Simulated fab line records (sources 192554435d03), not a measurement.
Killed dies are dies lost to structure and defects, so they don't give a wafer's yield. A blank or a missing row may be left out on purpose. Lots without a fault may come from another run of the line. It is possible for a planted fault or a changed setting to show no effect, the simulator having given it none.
fab line records -- flow n5Finfet -- part 1 of 2: steps 1 to 4 of 6
record lots=24, wafers=72, lastDay=18
route steps=1938 shown BEOL_M4@1044 BEOL_M5@1128
lots with no fault: from the same line, run without faults
startH: hours from the record's first day to the start of the lot's first wafer shown -- waitH: hours from the lot's prior step to this one -- " same as the row above -- L1.1+2: a row that stands for several wafers -- - no value, or no start given -- * or withheld: withheld -- < > ~ a bound
route shown NAME@n: a module of which the file shows steps, and the number in the route of the first -- usual: mean and standard deviation over wafers with no fault -- same: alike in all rows -- chamber/n: place in a boat -- sites: each site's reading -- _std_site: standard deviation of those values -- _edge_site: outer sites' mean less inner sites' -- radiusMm: how far each site lies from the wafer's centre -- mask NAME#n: copy n -- behind: the last tool/chamber to shape the wafer -- hold: cause of the lot's hold/its duration in hours/its outcome -- device: names the non-switching transistor (n, p or np) -- end of line: the tests these same wafers got at the end of their route -- where a step has no rows: the recipe by itself -- killed: not the wafer's yield, but the dies lost to structure and defects at the first sort -- map: per-die view of a wafer (x killed, . not killed, _ where there is no die)
set.NAME: the setting that was run; set.NAME@STEP: the one run at that earlier step -- model.NAME: the simulator's own value behind a step, which no gauge read
steps of the route over a sample of lots; a table a step, a row a wafer
services: when a tool's chamber went out of use (startH, in hours from the record's first day, below 0 if earlier), for how many hours, and the reason
## steps
# step N5_BEOL_M4_HM_OPEN_17
# recipe chemistry=Cl2/BCl3, targetDepthA=200, overetchA=60, target=TiN, maskMaterial=SOC, ionEnergyEv=150, pressureMtorr=10, icpW=1000, biasW=126, Cl2_flow_sccm=53.25, bcl3FlowSccm=21.75, Ar_flow_sccm=25
# usual bcl3FlowSccm=21.75/0.07, biasW=126.0/0.35, drypumpMotorCurrentA=6.0/0.35, heBacksideLeakSccm=3.33/0.18, mfcArSccm=25.01/0.076, oesProductAu=0.68/0.083, throttleValvePct=22.15/0.23
lot.wafer,tool,chamber,startH,waitH,bcl3FlowSccm,biasW,drypumpMotorCurrentA,heBacksideLeakSccm,mfcArSccm,oesProductAu,rfHoursCounterH,throttleValvePct
L074.2,rieMetal-01,1,158.21,0.0,21.70,126.2,6.1,3.59,25.03,0.76,16,22.36
L074.3,rieMetal-01,1,158.21,0.0,21.77,126.5,6.1,3.52,25.06,0.75,-,22.39
L074.4,rieMetal-01,0,158.21,0.0,21.74,126.9,5.7,3.15,25.10,0.78,-,21.69
L075.1,rieMetal-02,0,161.05,0.0,21.74,126.3,6.3,3.22,25.09,0.78,6,22.22
L075.3,rieMetal-02,0,161.05,0.0,21.88,125.9,6.3,3.26,25.02,0.77,-,22.21
L075.5,rieMetal-02,0,161.05,0.0,21.83,126.0,6.3,3.29,25.09,0.77,-,22.21
L076.1,rieMetal-03,0,167.24,0.0,21.59,126.1,5.6,3.05,25.00,0.54,121,22.36
L076.2,rieMetal-03,1,167.24,0.0,21.65,126.1,5.5,3.48,25.07,0.63,68,22.21
L076.5,rieMetal-03,0,167.24,0.0,21.65,126.1,5.7,3.24,24.96,0.54,-,22.35
L077.1,rieMetal-02,1,175.62,0.0,21.69,125.5,6.5,3.21,24.90,0.61,73,22.12
L077.2,rieMetal-02,0,175.62,0.0,21.63,125.8,6.3,3.33,24.99,0.77,7,22.21
L077.3,rieMetal-02,1,175.62,0.0,21.73,126.2,6.5,3.24,25.01,0.60,-,22.15
L078.3,rieMetal-03,1,179.85,0.1,21.74,126.0,5.5,3.61,24.99,0.62,-,22.22
L078.5,rieMetal-03,0,179.85,0.1,21.78,125.9,5.7,3.19,25.05,0.53,-,22.34
L078.6,rieMetal-03,1,179.85,0.1,21.71,125.4,5.5,3.56,25.08,0.61,-,22.22
L080.2,rieMetal-03,0,194.67,0.0,21.67,126.2,5.6,3.20,25.06,0.54,124,22.34
L080.4,rieMetal-03,1,194.67,0.0,21.71,125.3,5.5,3.64,24.99,0.62,-,22.22
L080.5,rieMetal-03,0,194.67,0.0,21.73,126.8,5.6,3.34,25.01,0.53,-,22.35
L079.1,rieMetal-01,1,194.96,0.0,21.84,125.6,6.1,3.33,25.09,0.73,20,22.38
L079.4,rieMetal-01,1,194.96,0.0,21.81,126.1,6.0,3.56,24.98,0.74,-,22.36
L079.6,rieMetal-01,1,194.96,0.0,21.73,126.1,6.1,3.58,25.02,0.75,-,22.36
L081.1,rieMetal-03,1,200.14,0.0,21.73,126.2,5.5,3.50,24.98,0.62,71,22.21
L081.2,rieMetal-03,0,200.14,0.0,21.74,126.1,5.7,3.16,25.02,0.54,124,22.36
L081.3,rieMetal-03,1,200.14,0.0,21.77,126.5,5.5,3.64,25.15,0.62,-,22.20
L083.2,rieMetal-01,0,208.70,0.0,21.78,125.6,5.7,3.30,24.97,0.75,10,21.71
L083.5,rieMetal-01,1,208.70,0.0,21.77,125.9,6.1,3.67,25.04,0.73,-,22.40
L083.6,rieMetal-01,0,208.70,0.0,21.83,125.3,5.7,3.30,24.95,0.76,-,21.69
L082.1,rieMetal-02,1,213.02,0.0,21.64,125.8,6.5,3.09,24.87,0.60,77,22.15
L082.3,rieMetal-02,1,213.02,0.0,21.71,126.6,6.5,3.33,24.92,0.60,-,22.14
L082.6,rieMetal-02,1,213.02,0.0,21.74,125.2,6.5,3.20,24.88,0.58,-,22.16
L084.3,rieMetal-03,0,224.92,0.1,21.83,125.9,5.7,3.20,25.09,0.54,-,22.34
L084.5,rieMetal-03,1,224.92,0.1,21.81,126.3,5.5,3.51,24.90,0.62,-,22.20
L084.6,rieMetal-03,0,224.92,0.1,21.86,125.9,5.7,3.28,25.04,0.54,-,22.33
L085.1,rieMetal-01,1,225.85,0.0,21.71,125.7,6.1,3.35,24.99,0.73,23,22.37
L085.2,rieMetal-01,0,225.85,0.0,21.79,126.3,5.7,2.98,25.01,0.76,11,21.69
L085.5,rieMetal-01,1,225.85,0.0,21.65,125.7,6.1,3.32,25.00,0.73,-,22.37
L086.1,rieMetal-02,0,229.03,0.0,21.83,126.6,6.3,3.28,25.06,0.75,12,22.21
L086.3,rieMetal-02,0,229.03,0.0,21.89,126.2,6.3,3.29,25.06,0.75,-,22.21
L086.4,rieMetal-02,1,229.03,0.0,21.69,125.6,6.5,3.18,24.99,0.60,-,22.14
L087.2,rieMetal-01,0,230.16,0.0,21.62,125.7,5.7,3.26,24.91,0.75,11,21.69
L087.3,rieMetal-01,1,230.16,0.0,21.72,125.8,6.1,3.58,24.97,0.72,-,22.38
L087.4,rieMetal-01,0,230.16,0.0,21.69,125.8,5.7,3.33,24.98,0.76,-,21.70
L088.2,rieMetal-01,0,237.94,0.0,21.72,126.3,5.7,2.98,24.90,0.74,12,21.69
L088.5,rieMetal-01,1,237.94,0.0,21.69,125.9,6.1,3.63,25.04,0.72,-,22.38
L088.6,rieMetal-01,0,237.94,0.0,21.78,126.5,5.7,3.35,24.95,0.74,-,21.71
L089.2,rieMetal-01,0,247.13,0.0,21.77,126.3,5.7,3.19,25.03,0.73,13,21.70
L089.3,rieMetal-01,1,247.13,0.0,21.68,125.5,6.1,3.55,25.05,0.72,-,22.39
L089.6,rieMetal-01,1,247.13,0.0,21.70,126.8,6.1,3.55,25.04,0.71,-,22.40
L090.1,rieMetal-02,0,257.46,0.0,21.75,126.0,6.3,3.05,25.03,0.74,16,22.23
L090.2,rieMetal-02,1,257.46,0.0,21.74,125.6,6.5,3.18,24.93,0.60,81,22.15
L090.3,rieMetal-02,0,257.46,0.0,21.70,126.6,6.3,3.14,25.14,0.73,-,22.23
L091.2,rieMetal-02,0,260.40,0.0,21.83,126.3,6.3,3.14,24.97,0.74,16,22.21
L091.4,rieMetal-02,1,260.40,0.0,21.81,126.0,6.5,3.39,24.98,0.59,-,22.15
L091.5,rieMetal-02,1,260.40,0.0,21.77,126.4,6.5,3.42,25.04,0.60,-,22.13
L092.1,rieMetal-03,0,279.54,0.0,21.83,125.9,5.7,2.99,25.11,0.82,2,21.91
L092.4,rieMetal-03,1,279.54,0.0,21.81,126.3,5.5,3.46,25.09,0.60,-,22.22
L092.6,rieMetal-03,1,279.54,0.0,21.72,126.3,5.5,3.53,24.91,0.60,-,22.24
L095.2,rieMetal-02,1,287.63,0.0,21.77,125.5,6.5,3.38,24.93,0.59,84,22.15
L095.3,rieMetal-02,1,287.63,0.0,21.83,125.7,6.5,3.29,24.95,0.59,-,22.14
L095.5,rieMetal-02,1,287.63,0.0,21.73,125.8,6.5,3.35,24.81,0.60,-,22.14
L093.1,rieMetal-01,1,291.41,0.0,21.85,125.7,6.1,3.34,24.94,0.72,29,22.37
L093.3,rieMetal-01,1,291.41,0.0,21.88,125.7,6.1,3.46,24.88,0.71,-,22.39
L093.5,rieMetal-01,1,291.41,0.0,21.77,126.2,6.1,3.63,24.88,0.72,-,22.40
L094.1,rieMetal-02,1,291.64,0.0,21.72,125.5,6.5,3.30,24.85,0.59,84,22.15
L094.2,rieMetal-02,0,291.64,0.0,21.75,126.0,6.3,3.32,25.02,0.71,19,22.23
L094.5,rieMetal-02,0,291.64,0.0,21.80,125.9,6.3,3.24,25.02,0.71,-,22.26
L097.2,rieMetal-01,1,292.24,0.0,21.75,125.8,6.1,3.53,25.10,0.71,29,22.40
L097.3,rieMetal-01,0,292.24,0.0,21.69,126.4,5.7,3.30,24.92,0.72,-,21.71
L097.6,rieMetal-01,0,292.24,0.0,21.76,125.7,5.7,3.40,24.98,0.73,-,21.71
L096.2,rieMetal-03,0,293.63,0.0,21.83,125.7,5.7,3.00,25.03,0.81,3,21.91
L096.4,rieMetal-03,1,293.63,0.0,21.79,126.2,5.5,3.62,25.01,0.60,-,22.23
L096.6,rieMetal-03,0,293.63,0.0,21.70,125.9,5.7,3.02,24.93,0.80,-,21.91
# step N5_BEOL_M4_DESCUM_33
# recipe chemistry=O2, timeS=7, sourcePowerW=50, biasPowerW=20, pressureMtorr=20, rfFrequencyHz=2.712e+07, tempC=40, resist=CAR-EUV, o2FlowSccm=225
# usual drypumpMotorCurrentA=5.7/0.66, oesProductAu=0.82/0.082, rfVppV=242.8/1.5, showerheadPlenumPTorr=2.06/0.072, throttleValvePct=20.45/0.21
lot.wafer,tool,chamber,startH,waitH,drypumpMotorCurrentA,oesProductAu,rfHoursCounterH,rfVppV,showerheadPlenumPTorr,throttleValvePct
L074.2,rieDiel-03,2,158.97,0.2,4.8,0.93,24,243.6,2.07,20.11
L074.3,rieDiel-03,0,158.97,0.2,5.0,0.91,32,244.3,2.15,20.64
L074.4,rieDiel-03,3,158.97,0.2,6.5,0.95,13,246.1,2.22,20.07
L075.1,rieDiel-03,3,161.79,0.1,6.5,0.94,14,246.1,2.22,20.06
L075.3,rieDiel-03,0,161.79,0.1,5.0,0.91,33,245.2,2.15,20.64
L075.5,rieDiel-03,3,161.79,0.1,6.5,0.95,-,245.2,2.22,20.09
L076.1,rieDiel-04,1,167.86,0.0,6.1,0.86,47,240.2,2.06,20.35
L076.2,rieDiel-04,2,167.86,0.0,5.9,0.69,224,242.2,2.05,20.53
L076.5,rieDiel-04,3,167.86,0.0,5.7,0.87,-,242.4,2.06,20.73
L077.1,rieDiel-04,3,176.37,0.0,5.7,0.87,65,242.2,2.06,20.73
L077.2,rieDiel-04,1,176.37,0.0,6.1,0.87,50,241.2,2.06,20.34
L077.3,rieDiel-04,0,176.37,0.0,5.5,0.75,139,242.1,2.00,20.38
L078.3,rieDiel-03,3,180.49,0.0,6.5,0.92,21,246.3,2.22,20.07
L078.5,rieDiel-03,1,180.49,0.0,6.5,0.68,-,240.7,1.97,20.62
L078.6,rieDiel-03,2,180.49,0.0,4.8,0.90,-,243.6,2.06,20.11
L080.2,rieDiel-04,1,195.73,0.3,6.1,0.85,56,241.7,2.06,20.37
L080.4,rieDiel-04,2,195.73,0.3,5.9,0.68,234,242.4,2.05,20.55
L080.5,rieDiel-04,3,195.73,0.3,5.7,0.84,-,241.7,2.06,20.73
L079.1,rieDiel-03,3,195.74,0.1,6.5,0.91,28,244.8,2.22,20.10
L079.4,rieDiel-03,0,195.74,0.1,5.0,0.88,45,242.6,2.15,20.67
L079.6,rieDiel-03,1,195.74,0.1,6.6,0.67,-,242.2,1.97,20.64
L081.1,rieDiel-06,1,200.79,0.0,4.8,0.83,101,242.2,2.00,20.36
L081.2,rieDiel-06,3,200.79,0.0,6.7,0.94,19,244.3,2.07,20.52
L081.3,rieDiel-06,2,200.79,0.0,5.4,0.70,231,242.3,1.97,20.59
L083.2,rieDiel-04,3,209.66,0.2,5.7,0.85,75,241.1,2.06,20.74
L083.5,rieDiel-04,3,209.66,0.2,5.7,0.85,-,243.4,2.06,20.75
L083.6,rieDiel-04,2,209.66,0.2,5.8,0.68,-,243.3,2.04,20.55
L082.1,rieDiel-04,3,214.07,0.0,5.7,0.84,77,242.2,2.06,20.75
L082.3,rieDiel-04,2,214.07,0.0,5.9,0.68,240,243.3,2.04,20.54
L082.6,rieDiel-04,3,214.07,0.0,5.7,0.85,-,240.9,2.06,20.76
L084.3,rieDiel-04,2,225.75,0.1,5.9,0.67,245,241.7,2.04,20.57
L084.5,rieDiel-04,2,225.75,0.1,5.9,0.68,-,243.5,2.04,20.55
L084.6,rieDiel-04,1,225.75,0.1,6.1,0.84,-,240.9,2.05,20.38
L085.1,rieDiel-03,2,226.98,0.4,4.8,0.88,49,241.8,2.06,20.13
L085.2,rieDiel-03,3,226.98,0.4,6.5,0.88,39,245.5,2.21,20.11
L085.5,rieDiel-03,3,226.98,0.4,6.5,0.88,-,246.4,2.21,20.10
L086.1,rieDiel-03,3,229.68,0.0,6.5,0.89,40,246.1,2.21,20.10
L086.3,rieDiel-03,1,229.68,0.0,6.6,0.67,246,239.5,1.96,20.66
L086.4,rieDiel-03,0,229.68,0.0,5.0,0.86,57,243.3,2.14,20.68
L087.2,rieDiel-06,2,230.78,0.0,5.4,0.70,241,240.5,1.97,20.60
L087.3,rieDiel-06,0,230.78,0.0,5.1,0.82,80,243.3,2.02,20.40
L087.4,rieDiel-06,1,230.78,0.0,4.8,0.79,111,242.7,2.00,20.37
L088.2,rieDiel-06,1,238.85,0.2,4.8,0.81,114,241.4,2.00,20.39
L088.5,rieDiel-06,3,238.85,0.2,6.7,0.91,-,242.0,2.06,20.54
L088.6,rieDiel-06,2,238.85,0.2,5.4,0.69,-,242.0,1.96,20.61
L089.2,rieDiel-03,3,247.75,0.0,6.5,0.89,46,244.7,2.21,20.12
L089.3,rieDiel-03,2,247.75,0.0,4.8,0.87,55,241.6,2.06,20.16
L089.6,rieDiel-03,3,247.75,0.0,6.5,0.89,-,243.1,2.21,20.12
L090.1,rieDiel-06,0,258.67,0.5,5.2,0.81,87,243.2,2.02,20.41
L090.2,rieDiel-06,1,258.67,0.5,4.8,0.79,119,242.7,2.00,20.39
L090.3,rieDiel-06,3,258.67,0.5,6.7,0.91,36,241.5,2.06,20.56
L091.2,rieDiel-03,0,261.16,0.0,5.0,0.84,70,243.7,2.14,20.70
L091.4,rieDiel-03,2,261.16,0.0,4.8,0.87,-,242.3,2.05,20.16
L091.5,rieDiel-03,3,261.16,0.0,6.5,0.87,-,244.9,2.21,20.12
L092.1,rieDiel-06,0,280.29,0.0,5.2,0.80,97,242.6,2.01,20.42
L092.4,rieDiel-06,0,280.29,0.0,5.1,0.80,-,241.9,2.01,20.42
L092.6,rieDiel-06,3,280.29,0.0,6.6,0.90,-,243.4,2.06,20.57
L095.2,rieDiel-04,0,288.39,0.0,5.5,0.72,176,242.4,1.99,20.45
L095.3,rieDiel-04,2,288.39,0.0,5.8,0.94,7,242.6,2.04,20.14
L095.5,rieDiel-04,2,288.39,0.0,5.8,0.94,-,242.8,2.04,20.15
L093.1,rieDiel-06,3,292.19,0.0,6.7,0.88,51,243.6,2.06,20.58
L093.3,rieDiel-06,1,292.19,0.0,4.8,0.78,132,240.9,1.99,20.40
L093.5,rieDiel-06,1,292.19,0.0,4.8,0.77,-,240.7,1.99,20.40
L094.1,rieDiel-03,1,292.30,0.0,6.6,0.95,7,245.9,2.22,20.29
L094.2,rieDiel-03,3,292.30,0.0,6.5,0.85,65,247.1,2.20,20.15
L094.5,rieDiel-03,1,292.30,0.0,6.5,0.95,-,245.7,2.22,20.28
L097.2,rieDiel-06,1,292.99,0.0,4.9,0.78,133,243.2,1.99,20.40
L097.3,rieDiel-06,3,292.99,0.0,6.7,0.88,51,244.3,2.06,20.59
L097.6,rieDiel-06,1,292.99,0.0,4.8,0.78,-,240.4,1.99,20.40
L096.2,rieDiel-04,0,294.43,0.2,5.5,0.72,179,241.6,1.99,20.45
L096.4,rieDiel-04,3,294.43,0.2,5.7,0.81,-,241.2,2.05,20.79
L096.6,rieDiel-04,2,294.43,0.2,5.8,0.94,-,242.8,2.04,20.15
# step N5_BEOL_M4_ALD_98
# recipe material=SiO2, targetThkA=25, tempC=100, aldPrecursorFamily=BDEAS, aldCoReactant=O2-plasma, pulseTimeS=1, coReactantPulseTimeS=1, purgeTimeS=2, coReactantPurgeTimeS=2, aldCycles=17, pressureTorr=2
# usual heaterPowerW=77/8, precursorPulseHeightRel=1.001/0.019
# same aldCycles=17, coReactantPulseTimeS=1, coReactantPurgeTimeS=2
lot.wafer,tool,chamber,startH,waitH,heaterPowerW,precursorPulseHeightRel
L074.2,aldSin-01,0,159.44,0.4,78,1.006
L074.3,aldSin-01,2,159.44,0.4,78,0.992
L074.4,aldSin-01,1,159.44,0.4,71,1.010
L075.1,aldSin-04,0,161.93,0.1,62,0.981
L075.3,aldSin-04,2,161.93,0.1,78,0.980
L075.5,aldSin-04,3,161.93,0.1,86,1.009
L076.1,aldSin-02,0,168.00,0.1,63,0.989
L076.2,aldSin-02,3,168.00,0.1,75,1.007
L076.5,aldSin-02,2,168.00,0.1,77,1.029
L077.1,aldSin-01,1,176.66,0.2,72,0.969
L077.2,aldSin-01,2,176.66,0.2,78,0.974
L077.3,aldSin-01,3,176.66,0.2,84,1.024
L078.3,aldSin-04,3,180.97,0.4,86,0.972
L078.5,aldSin-04,1,180.97,0.4,82,1.035
L078.6,aldSin-04,0,180.97,0.4,61,1.040
L080.2,aldSin-02,0,195.87,0.1,66,1.008
L080.4,aldSin-02,3,195.87,0.1,75,0.993
L080.5,aldSin-02,1,195.87,0.1,76,1.010
L079.1,aldSin-02,2,195.96,0.1,77,1.023
L079.4,aldSin-02,0,195.96,0.1,65,1.009
L079.6,aldSin-02,3,195.96,0.1,75,1.014
L081.1,aldSin-04,0,200.93,0.1,62,1.001
L081.2,aldSin-04,3,200.93,0.1,87,1.019
L081.3,aldSin-04,1,200.93,0.1,81,1.032
L083.2,aldSin-04,1,209.79,0.1,84,1.032
L083.5,aldSin-04,2,209.79,0.1,77,1.007
L083.6,aldSin-04,3,209.79,0.1,84,1.027
L082.1,aldSin-01,0,214.63,0.5,78,0.997
L082.3,aldSin-01,3,214.63,0.5,85,1.001
L082.6,aldSin-01,2,214.63,0.5,80,1.008
L084.3,aldSin-04,1,225.88,0.1,83,1.005
L084.5,aldSin-04,2,225.88,0.1,78,1.023
L084.6,aldSin-04,0,225.88,0.1,63,1.000
L085.1,aldSin-02,0,227.11,0.1,64,0.994
L085.2,aldSin-02,3,227.11,0.1,77,0.998
L085.5,aldSin-02,3,227.11,0.1,74,0.984
L086.1,aldSin-01,3,229.92,0.2,86,1.032
L086.3,aldSin-01,2,229.92,0.2,81,1.003
L086.4,aldSin-01,0,229.92,0.2,79,1.002
L087.2,aldSin-01,0,230.92,0.1,80,0.983
L087.3,aldSin-01,2,230.92,0.1,81,0.972
L087.4,aldSin-01,3,230.92,0.1,87,0.976
L088.2,aldSin-01,1,238.99,0.1,72,1.002
L088.5,aldSin-01,0,238.99,0.1,80,1.011
L088.6,aldSin-01,1,238.99,0.1,74,0.997
L089.2,aldSin-01,3,247.88,0.1,88,0.991
L089.3,aldSin-01,0,247.88,0.1,79,0.989
L089.6,aldSin-01,0,247.88,0.1,80,1.010
L090.1,aldSin-04,1,258.89,0.1,82,1.004
L090.2,aldSin-04,3,258.89,0.1,87,0.999
L090.3,aldSin-04,0,258.89,0.1,62,0.996
L091.2,aldSin-04,1,261.29,0.1,81,1.012
L091.4,aldSin-04,2,261.29,0.1,79,0.991
L091.5,aldSin-04,3,261.29,0.1,89,0.992
L092.1,aldSin-04,2,280.53,0.2,81,0.999
L092.4,aldSin-04,3,280.53,0.2,88,0.985
L092.6,aldSin-04,0,280.53,0.2,63,0.999
L095.2,aldSin-02,1,288.72,0.3,76,0.970
L095.3,aldSin-02,2,288.72,0.3,71,1.033
L095.5,aldSin-02,2,288.72,0.3,73,0.997
L093.1,aldSin-04,1,292.33,0.1,84,0.966
L093.3,aldSin-04,2,292.33,0.1,80,1.015
L093.5,aldSin-04,1,292.33,0.1,84,0.996
L094.1,aldSin-01,2,292.62,0.2,81,0.994
L094.2,aldSin-01,3,292.62,0.2,88,0.970
L094.5,aldSin-01,3,292.62,0.2,88,1.010
L097.2,aldSin-04,2,293.12,0.1,79,1.027
L097.3,aldSin-04,0,293.12,0.1,62,0.952
L097.6,aldSin-04,0,293.12,0.1,63,1.012
L096.2,aldSin-02,0,294.56,0.1,67,0.996
L096.4,aldSin-02,3,294.56,0.1,75,0.947
L096.6,aldSin-02,0,294.56,0.1,69,0.951
# step N5_BEOL_M4_SPUTTER_81
# recipe material=Cu, targetThkA=45, tempC=-20, chamberPressurePa=0.07, powerW=withheld, timeS=8.29
# usual throttleValvePct=30.3/0.65
lot.wafer,tool,chamber,startH,waitH,throttleValvePct
L074.2,pvdSputter-02,-,161.48,0.1,30.2
L074.3,pvdSputter-02,-,161.48,0.1,30.6
L074.4,pvdSputter-02,-,161.48,0.1,30.1
L075.1,pvdSputter-03,-,166.88,0.1,29.4
L075.3,pvdSputter-03,-,166.88,0.1,29.4
L075.5,pvdSputter-03,-,166.88,0.1,29.5
L076.1,pvdSputter-03,-,172.74,0.1,31.4
L076.2,pvdSputter-03,-,172.74,0.1,30.0
L076.5,pvdSputter-03,-,172.74,0.1,29.5
L077.1,pvdSputter-01,-,184.30,0.1,30.6
L077.2,pvdSputter-01,-,184.30,0.1,30.2
L077.3,pvdSputter-01,-,184.30,0.1,29.7
L078.3,pvdSputter-01,-,188.62,0.1,29.9
L078.5,pvdSputter-01,-,188.62,0.1,29.6
L078.6,pvdSputter-01,-,188.62,0.1,30.2
L080.2,pvdSputter-02,-,201.88,0.1,31.6
L080.4,pvdSputter-02,-,201.88,0.1,30.2
L080.5,pvdSputter-02,-,201.88,0.1,30.3
L079.1,pvdSputter-03,-,202.17,0.1,29.6
L079.4,pvdSputter-03,-,202.17,0.1,30.1
L079.6,pvdSputter-03,-,202.17,0.1,31.7
L081.1,pvdSputter-01,-,206.65,0.1,30.1
L081.2,pvdSputter-01,-,206.65,0.1,29.7
L081.3,pvdSputter-01,-,206.65,0.1,29.7
L082.1,pvdSputter-01,-,217.49,0.1,29.7
L082.3,pvdSputter-01,-,217.49,0.1,29.8
L082.6,pvdSputter-01,-,217.49,0.1,29.8
L083.2,pvdSputter-02,-,217.55,0.1,31.2
L083.5,pvdSputter-02,-,217.55,0.1,31.4
L083.6,pvdSputter-02,-,217.55,0.1,30.5
L084.3,pvdSputter-03,-,231.38,0.1,30.3
L084.5,pvdSputter-03,-,231.38,0.1,29.7
L084.6,pvdSputter-03,-,231.38,0.1,31.4
L085.1,pvdSputter-02,-,233.80,0.1,31.4
L085.2,pvdSputter-02,-,233.80,0.1,29.9
L085.5,pvdSputter-02,-,233.80,0.1,31.3
L086.1,pvdSputter-02,-,235.64,0.1,31.5
L086.3,pvdSputter-02,-,235.64,0.1,30.0
L086.4,pvdSputter-02,-,235.64,0.1,30.0
L087.2,pvdSputter-03,-,235.86,0.1,31.6
L087.3,pvdSputter-03,-,235.86,0.1,30.3
L087.4,pvdSputter-03,-,235.86,0.1,29.8
L088.2,pvdSputter-01,-,241.49,0.1,29.8
L088.5,pvdSputter-01,-,241.49,0.1,29.9
L088.6,pvdSputter-01,-,241.49,0.1,30.5
L089.2,pvdSputter-03,-,262.41,0.1,31.4
L089.3,pvdSputter-03,-,262.41,0.1,30.2
L089.6,pvdSputter-03,-,262.41,0.1,29.9
L090.1,pvdSputter-03,-,265.46,0.1,29.5
L090.2,pvdSputter-03,-,265.46,0.1,29.6
L090.3,pvdSputter-03,-,265.46,0.1,30.6
L091.2,pvdSputter-02,-,265.60,0.1,31.4
L091.4,pvdSputter-02,-,265.60,0.1,30.3
L091.5,pvdSputter-02,-,265.60,0.1,30.5
L092.1,pvdSputter-02,-,283.91,0.1,29.8
L092.4,pvdSputter-02,-,283.91,0.1,30.1
L092.6,pvdSputter-02,-,283.91,0.1,31.2
L095.2,pvdSputter-02,-,291.88,0.1,30.4
L095.3,pvdSputter-02,-,291.88,0.1,29.7
L095.5,pvdSputter-02,-,291.88,0.1,30.1
L093.1,pvdSputter-01,-,295.45,0.1,29.5
L093.3,pvdSputter-01,-,295.45,0.1,29.7
L093.5,pvdSputter-01,-,295.45,0.1,30.4
L094.1,pvdSputter-02,-,298.64,0.1,30.4
L094.2,pvdSputter-02,-,298.64,0.1,30.0
L094.5,pvdSputter-02,-,298.64,0.1,29.7
L097.2,pvdSputter-01,-,299.42,0.1,29.9
L097.3,pvdSputter-01,-,299.42,0.1,29.8
L097.6,pvdSputter-01,-,299.42,0.1,30.1
L096.2,pvdSputter-02,-,300.82,0.1,30.0
L096.4,pvdSputter-02,-,300.82,0.1,31.4
L096.6,pvdSputter-02,-,300.82,0.1,30.4
